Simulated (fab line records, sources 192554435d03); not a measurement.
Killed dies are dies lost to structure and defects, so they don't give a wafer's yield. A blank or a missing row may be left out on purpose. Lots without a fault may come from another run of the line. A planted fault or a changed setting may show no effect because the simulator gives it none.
Split-lot experiment | flow n5_finfet | 7 lots, 39 wafers read, on a route of 1938 steps

THE SPLIT
At N5_BEOL_M11_ETCH_41 (etches SiCN in CH3F/O2, target depth 42.6 nm, time 86 s), the setting time_s was moved away from the recipe's 86 s on 12 of the 39 wafers read, by +17.4% to +51.4%. The other wafers ran this setting at the recipe's value.

The reading is taken at the split's own step.

THE READING
etch.depth_nm (the simulator's own value, which no gauge read), in nm, at N5_BEOL_M11_ETCH_41 (etches SiCN in CH3F/O2, target depth 42.6 nm, time 86 s). The file gives no usual value for it. The 27 wafers here that ran the recipe average 32.30 nm, standard deviation 0.67 nm.

wafer  | tool, chamber at the split | time_s as run, s | against the recipe | etch.depth_nm, nm | against lot-mates on the recipe
L075.1 | rie_diel-01, 1             | 86               | recipe             | 32.39             | -
L075.2 | rie_diel-01, 2             | 86               | recipe             | 31.87             | -
L075.3 | rie_diel-01, 0             | 86               | recipe             | 32.32             | -
L075.4 | rie_diel-01, 3             | 86               | recipe             | 33.41             | -
L075.5 | rie_diel-01, 3             | 86               | recipe             | 33.15             | -
L075.6 | rie_diel-01, 0             | 86               | recipe             | 32.09             | -
L078.1 | rie_diel-01, 1             | 130.2            | +51.4%             | 49.42             | +17.21
L078.2 | rie_diel-01, 2             | 86               | recipe             | 31.97             | -
L078.3 | rie_diel-01, 0             | 130.2            | +51.4%             | 48.48             | +16.27
L078.4 | rie_diel-01, 3             | 130.2            | +51.4%             | 49.33             | +17.12
L078.5 | rie_diel-01, 3             | 86               | recipe             | 32.72             | -
L078.6 | rie_diel-01, 2             | 86               | recipe             | 31.95             | -
L081.1 | rie_diel-03, 2             | 101              | +17.4%             | 38.77             | +6.37
L081.2 | rie_diel-03, 0             | 86               | recipe             | 32.07             | -
L081.3 | rie_diel-03, 1             | 86               | recipe             | 33.28             | -
L081.4 | rie_diel-03, 3             | 101              | +17.4%             | 36.15             | +3.75
L081.5 | rie_diel-03, 3             | 101              | +17.4%             | 36.24             | +3.84
L081.6 | rie_diel-03, 0             | 86               | recipe             | 31.84             | -
L083.3 | rie_diel-03, 3             | 86               | recipe             | 30.98             | -
L083.5 | rie_diel-03, 2             | 86               | recipe             | 33.44             | -
L083.6 | rie_diel-03, 3             | 86               | recipe             | 31.28             | -
L084.1 | rie_diel-02, 3             | 86               | recipe             | 32.39             | -
L084.2 | rie_diel-02, 1             | 86               | recipe             | 31.32             | -
L084.3 | rie_diel-02, 0             | 86               | recipe             | 32.44             | -
L084.4 | rie_diel-02, 0             | 86               | recipe             | 32.66             | -
L084.5 | rie_diel-02, 3             | 86               | recipe             | 32.83             | -
L084.6 | rie_diel-02, 1             | 86               | recipe             | 31.21             | -
L093.1 | rie_diel-01, 0             | 86               | recipe             | 32.34             | -
L093.2 | rie_diel-01, 2             | 86               | recipe             | 31.76             | -
L093.3 | rie_diel-01, 1             | 116.1            | +35.0%             | 44.46             | +12.31
L093.4 | rie_diel-01, 0             | 86               | recipe             | 32.35             | -
L093.5 | rie_diel-01, 2             | 116.1            | +35.0%             | 42.72             | +10.57
L093.6 | rie_diel-01, 1             | 116.1            | +35.0%             | 43.92             | +11.77
L096.1 | rie_diel-03, 3             | 105.3            | +22.4%             | 38.19             | +5.49
L096.2 | rie_diel-03, 1             | 86               | recipe             | 32.9              | -
L096.3 | rie_diel-03, 2             | 86               | recipe             | 33.27             | -
L096.4 | rie_diel-03, 0             | 86               | recipe             | 31.94             | -
L096.5 | rie_diel-03, 3             | 105.3            | +22.4%             | 37.75             | +5.05
L096.6 | rie_diel-03, 2             | 105.3            | +22.4%             | 40.71             | +8.01

THE FIT
A straight line over all 39 wafers: etch.depth_nm changes by +0.321 nm for each +1% of time_s; r = +0.99; the points scatter about the line by 0.86 nm.
The same after taking each lot's own level away (the mean of its wafers on the recipe; 39 wafers): +0.322 nm for each +1%; r = +0.99; scatter 0.88 nm.
On that fit, the largest move of time_s shifts the reading by 17 nm.
The lots' own levels span 31.900 to 32.703 nm, that is 1.2 times the standard deviation above.
So the lot-to-lot level changes the slope little: the two slopes agree.
Check: with one of the wafers moved furthest among these (+51.4%) left out of the fit, the line predicts +16.2 nm for it against its lot-mates. It came out at +17.2 nm against them.

OTHER SPLITS ON THESE WAFERS
These wafers also went through other splits before the reading. Each is held against what the fit with the lots' levels taken away leaves over:
other split on the same wafers          | wafers away from the commonest value | r with etch.depth_nm (lot level and that fit taken away)
N5_BEOL_M0_SAQP_ILD_DEP_01 target_thk_a | 18                                   | +0.21
N5_BEOL_M3_ETCH_41 target_depth_a       | 9                                    | -0.12
N5_BEOL_M7_DEP_56 target_thk_a          | 12                                   | -0.17

THE FILE'S OWN FIT
etch.depth_nm changes by +0.319 nm for each +1% of time_s, r = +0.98.
